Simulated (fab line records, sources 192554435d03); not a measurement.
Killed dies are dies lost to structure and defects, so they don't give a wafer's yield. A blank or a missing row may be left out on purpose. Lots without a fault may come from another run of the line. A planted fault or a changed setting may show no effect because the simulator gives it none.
Chamber matching | flow n5_finfet | N5_GATE_CUT_STRIP_42 on rie_diel-06: 4 sister chambers
The step strips in O2. 4 wafers are shown with their chamber, then 7 later ones without.

WAFERS WITH THEIR CHAMBER
wafer  | chamber | showerhead_plenum_p_Torr (Torr)
L076.4 | 0       | 2.13
L089.4 | 1       | 2.07
L092.2 | 3       | 1.93
L092.4 | 2       | 2.23

WAFERS WITHOUT THEIR CHAMBER
wafer  | showerhead_plenum_p_Torr (Torr)
L092.5 | 2.23
L096.2 | 2.12
L096.4 | 1.92
L096.6 | 2.23
L097.2 | 2.12
L097.3 | 2.23
L097.4 | 1.92

WHICH CHAMBER EACH WENT THROUGH
wafer  | from the rows above | in truth
L092.5 | 2                   | 2
L096.2 | 0                   | 0
L096.4 | 3                   | 3
L096.6 | 2                   | 2
L097.2 | 0                   | 0
L097.3 | 2                   | 2
L097.4 | 3                   | 3
Placed correctly: 7 of 7. Can't be placed from these rows: 0. Placed wrongly: 0.
How it was worked out, from the rows above alone: a wafer's distance from a chamber is the root of the sum, over the readings, of the square of ((its reading less the chamber's mean) divided by the reading's scatter). The wafer belongs to the nearest chamber; if the next one is less than 2 further off, it can't be placed. A chamber's mean is the mean of its shown wafers. The scatter: with one shown wafer a chamber, the root of the mean of the squares of how far each hidden wafer lies from its nearest shown one.
